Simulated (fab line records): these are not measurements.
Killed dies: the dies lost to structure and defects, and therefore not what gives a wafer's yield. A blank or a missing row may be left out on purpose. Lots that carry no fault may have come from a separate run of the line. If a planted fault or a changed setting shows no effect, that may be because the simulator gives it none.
Which of the tools did it? | flow nandHarc | 39 wafers from 13 lots sampled at 5 of the route's 1302 steps

WHAT EACH GAUGE READ, for each wafer
NHARC_A_ONON_D1_THK_MEAS_27: measures by ellipsometry.
lot  | measured     | on           | thkNm (nm)
L381 | day 8 13:19  | filmMetro-02 | 1003 1003 1004
L382 | day 9 04:38  | filmMetro-02 | 1003 1004 1004
L384 | day 9 14:58  | filmMetro-01 | 1006 1005 1004
L385 | day 9 21:46  | filmMetro-01 | 975 974 976
L386 | day 9 21:47  | filmMetro-02 | 999 1001 1000
L388 | day 11 12:16 | filmMetro-01 | 997 997 997
L390 | day 12 05:06 | filmMetro-02 | 1011 1011 1009
L391 | day 12 12:04 | filmMetro-02 | 1008 1006 1007
L392 | day 12 18:41 | filmMetro-02 | 1008 1008 1007
L394 | day 13 10:01 | filmMetro-01 | 987 988 988
L399 | day 15 19:40 | filmMetro-02 | 1002 1001 1004
L401 | day 16 20:56 | filmMetro-01 | 991 991 990
L404 | day 17 20:50 | filmMetro-01 | 1008 1007 1006

NHARC_A_ONON_D1_THK_MEAS_30: measures by ellipsometry.
lot  | measured     | on           | thkNm (nm)
L381 | day 8 13:53  | filmMetro-02 | 1013 1015 1015
L382 | day 9 05:12  | filmMetro-01 | 1017 1019 1017
L384 | day 9 15:32  | filmMetro-01 | 1011 1010 1010
L385 | day 9 22:20  | filmMetro-01 | 1005 1005 1006
L386 | day 9 22:20  | filmMetro-01 | 1006 1005 1004
L388 | day 11 12:50 | filmMetro-02 | 991 990 992
L390 | day 12 05:40 | filmMetro-01 | 1002 1004 1003
L391 | day 12 12:38 | filmMetro-01 | 1002 1003 1004
L392 | day 12 19:15 | filmMetro-02 | 1005 1006 1003
L394 | day 13 10:35 | filmMetro-01 | 1009 1007 1008
L399 | day 15 20:13 | filmMetro-01 | 993 993 995
L401 | day 16 21:31 | filmMetro-01 | 1004 1004 1005
L404 | day 17 21:24 | filmMetro-01 | 1001 1001 1000

NHARC_A_CHANNEL_HOLE_D1_OVL_MEAS_11.
lot  | measured     | on         | overlayXNm (nm) | overlayYNm (nm)
L381 | day 8 17:07  | overlay-02 | -0.4 -0.6 -1.3  | 1.7 1.0 1.1
L382 | day 9 08:52  | overlay-01 | 0.3 1.0 0.0     | -2.4 -2.0 -1.8
L384 | day 9 18:53  | overlay-02 | -0.2 -0.4 -0.2  | 0.7 0.9 0.9
L385 | day 10 05:09 | overlay-01 | 1.5 1.0 1.7     | -0.6 -0.5 -0.1
L386 | day 10 05:34 | overlay-02 | 0.2 -0.5 -0.4   | -0.8 -0.7 -0.3
L388 | day 11 20:18 | overlay-02 | -1.2 -0.3 -1.1  | -1.0 -0.8 -1.2
L390 | day 12 08:50 | overlay-01 | 1.0 1.2 0.8     | 0.3 0.5 0.2
L391 | day 12 17:44 | overlay-01 | -0.1 0.3 0.1    | -0.7 0.0 -0.2
L392 | day 13 01:23 | overlay-01 | 0.0 0.8 0.3     | -0.3 0.2 -0.4
L394 | day 13 13:54 | overlay-01 | -0.2 -0.5 -0.3  | -0.3 -0.5 -0.4
L399 | day 15 23:28 | overlay-02 | -0.6 -0.7 -0.6  | 0.8 0.8 1.2
L401 | day 17 03:53 | overlay-01 | 1.1 1.8 1.0     | -2.1 -1.0 -1.9
L404 | day 18 03:08 | overlay-02 | 0.5 0.3 0.1     | -0.9 -0.9 -1.1

NHARC_END_SORT_01.
lot  | measured     | on        | killedAtArray | killedAtOther | killedAtPeriphery | killedDies | killedOpen | killedShort
L382 | day 25 05:59 | prober-02 | 83 104 97     | 2 2 0         | 0 3 3             | 85 109 100 | 3 2 4      | 1 5 4
L385 | day 26 03:17 | prober-01 | 55 49 57      | 4 4 5         | 1 0 4             | 60 53 66   | 1 2 4      | 1 1 5
L388 | day 27 22:52 | prober-02 | 63 69 59      | 0 0 0         | 4 2 2             | 67 71 61   | 7 1 5      | 4 3 2

EACH LOT AND THE TOOL THAT RAN IT (in order: tool; ch and the chambers of the sampled wafers; start)
lot  | NHARC_A_CHANNEL_HOLE_D1_DEP_01
L381 | pecvd-01 ch 0,1,2, day 8 16:28
L382 | pecvd-04 ch 0,1,2, day 9 08:05
L384 | pecvd-03 ch 0,1,2, day 9 18:08
L385 | pecvd-04 ch 0,1,2, day 10 04:22
L386 | pecvd-01 ch 0,1,2, day 10 04:53
L388 | pecvd-01 ch 0,2, day 11 19:31
L390 | pecvd-03 ch 0,1,2, day 12 08:08
L391 | pecvd-03 ch 0,1,2, day 12 17:03
L392 | pecvd-01 ch 0,1,2, day 13 00:47
L394 | pecvd-03 ch 0,2, day 13 13:07
L399 | pecvd-03 ch 0,1,2, day 15 22:49
L401 | pecvd-03 ch 0,1,2, day 17 03:10
L404 | pecvd-04 ch 0,1,2, day 18 02:32
- NHARC_A_CHANNEL_HOLE_D1_DEP_01: deposits SiON, target thk 140 nm.

AS READ BY THE TOOLS THEMSELVES (means over the sampled wafers that have a number; for cases with no such wafer, the mark the record gives instead)
NHARC_A_CHANNEL_HOLE_D1_DEP_01.
lot  | tool     | chamberPressureTorr (Torr) | heaterPowerOuterW (W) | heaterPowerW (W) | rfFwdPowerW (W)
L381 | pecvd-01 | 3.500                      | 407                   | 678              | 346.4
L382 | pecvd-04 | 3.497                      | 414                   | 704              | 348.8
L384 | pecvd-03 | 3.505                      | 442                   | 736              | 349.0
L385 | pecvd-04 | 3.495                      | 390                   | 672              | 349.1
L386 | pecvd-01 | 3.503                      | 437                   | 711              | 347.9
L388 | pecvd-01 | 3.497                      | 444                   | 720              | 347.4
L390 | pecvd-03 | 3.493                      | 492                   | 788              | 347.5
L391 | pecvd-03 | 3.498                      | 437                   | 725              | 350.0
L392 | pecvd-01 | 3.502                      | 451                   | 718              | 348.4
L394 | pecvd-03 | 3.510                      | 498                   | 850              | 348.7
L399 | pecvd-03 | 3.501                      | 453                   | 750              | 404.9
L401 | pecvd-03 | 3.494                      | 456                   | 736              | 404.9
L404 | pecvd-04 | 3.499                      | 410                   | 716              | 349.2

THE ANSWER, worked out from the rows above alone
Rule: what is usual is taken from the lots themselves. The widest of any qualifying gaps counts: lots, ordered by their means at a reading, are off when they make up no more than a third of the lots, leave a main group of 4 or more, and stand apart from it by 3 or more times the standard deviation of that group's means. A main group whose means are all the same, to the digits that the tables above print for the reading, isn't used. Also off: a lot with no number at a reading for which 4 or more lots have one. All remaining lots with rows at the step are treated as sound. The gauges are gone through in route order, then the tools' own readings, and for those a lot's mean is taken as printed above. At the first step where some lot is off, the reading lying furthest off is the one used; lots without a number count as furthest.
Off, at NHARC_A_CHANNEL_HOLE_D1_DEP_01 on rfFwdPowerW: L399, L401. Mean 348.4 W and standard deviation 0.97 in the main group.
If a tool, at that step or one of the process steps before it, ran each lot that is off and ran no sound lot following the first of them, it fits. One candidate fits, namely pecvd-03 at NHARC_A_CHANNEL_HOLE_D1_DEP_01. A fault onset in the window from L394 (day 13 13:07, its last sound lot) to L399 (day 15 22:49, its first lot off) fits.
On the lots that are off, the tool's own readings at NHARC_A_CHANNEL_HOLE_D1_DEP_01 differ by more than 5 times the standard deviation of the sound lots' means, which bears it out; rfFwdPowerW reads 404.9 W there versus 348.4 W on the sound lots.

WHAT HAD BEEN PUT IN BY THE SIMULATOR
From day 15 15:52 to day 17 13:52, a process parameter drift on pecvd-03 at NHARC_A_CHANNEL_HOLE_D1_DEP_01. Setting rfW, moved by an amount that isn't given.
Lots struck among those shown: L399, L401. The same result came from the rule above.
